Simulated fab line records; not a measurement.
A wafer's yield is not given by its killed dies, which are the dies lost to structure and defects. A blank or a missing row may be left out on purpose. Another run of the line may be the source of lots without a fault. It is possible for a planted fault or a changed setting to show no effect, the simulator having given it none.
Matching of chambers	flow n5-finfet	cvd-co-02 running N5_BEOL_M2_CO_CAP_55: 3 sister chambers
The step material Co, precursor CCTBA/H2, target thk 2 nm, time 102.1 s. 22 wafers are shown with their chamber, then 11 later ones without.

## EACH WAFER AND ITS CHAMBER
wafer	chamber	heater-power-w (W)
L078.1	2	230
L078.2	0	245
L078.3	1	191
L080.1	1	196
L080.2	0	247
L080.6	2	232
L084.1	2	233
L084.3	0	251
L084.5	0	255
L082.3	0	256
L082.4	2	232
L082.5	1	195
L085.2	0	258
L085.4	0	258
L085.5	1	192
L088.3	2	231
L088.4	1	193
L088.5	0	245
L089.1	0	252
L089.3	2	230
L089.4	1	198
L092.1	0	243

SIGNATURES (means of the wafers above)
reading	chamber 0	chamber 1	chamber 2	scatter within a chamber
heater-power-w	251.00	194.17	231.33	4.19
Rule: a wafer lies at a distance from a chamber equal to the root of the sum of squares, over the readings, of (its reading less the chamber's mean, divided by the reading's scatter). The wafer belongs to the nearest chamber; if the next one is less than 2 further off, it can't be placed. The scatter: the root of (the sum of the squares of (reading less its chamber's mean) over the shown wafers, divided by (wafers less chambers)).

## WAFERS WITHOUT THEIR CHAMBER
wafer	heater-power-w (W)
L092.4	238
L092.5	192
L093.1	254
L093.2	199
L093.5	197
L095.2	237
L095.4	229
L095.6	191
L097.1	254
L097.2	236
L097.4	255

## EACH ONE'S CHAMBER
wafer	from the rows above	in truth
L092.4	can't be placed: 2 or 0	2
L092.5	1	1
L093.1	0	0
L093.2	1	1
L093.5	1	1
L095.2	can't be placed: 2 or 0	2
L095.4	2	2
L095.6	1	1
L097.1	0	0
L097.2	2	2
L097.4	0	0
Correctly placed: 9 of 11. Cannot be placed on the basis of these rows: 2; the candidates contain the true chamber in 2. 0 placed wrongly.
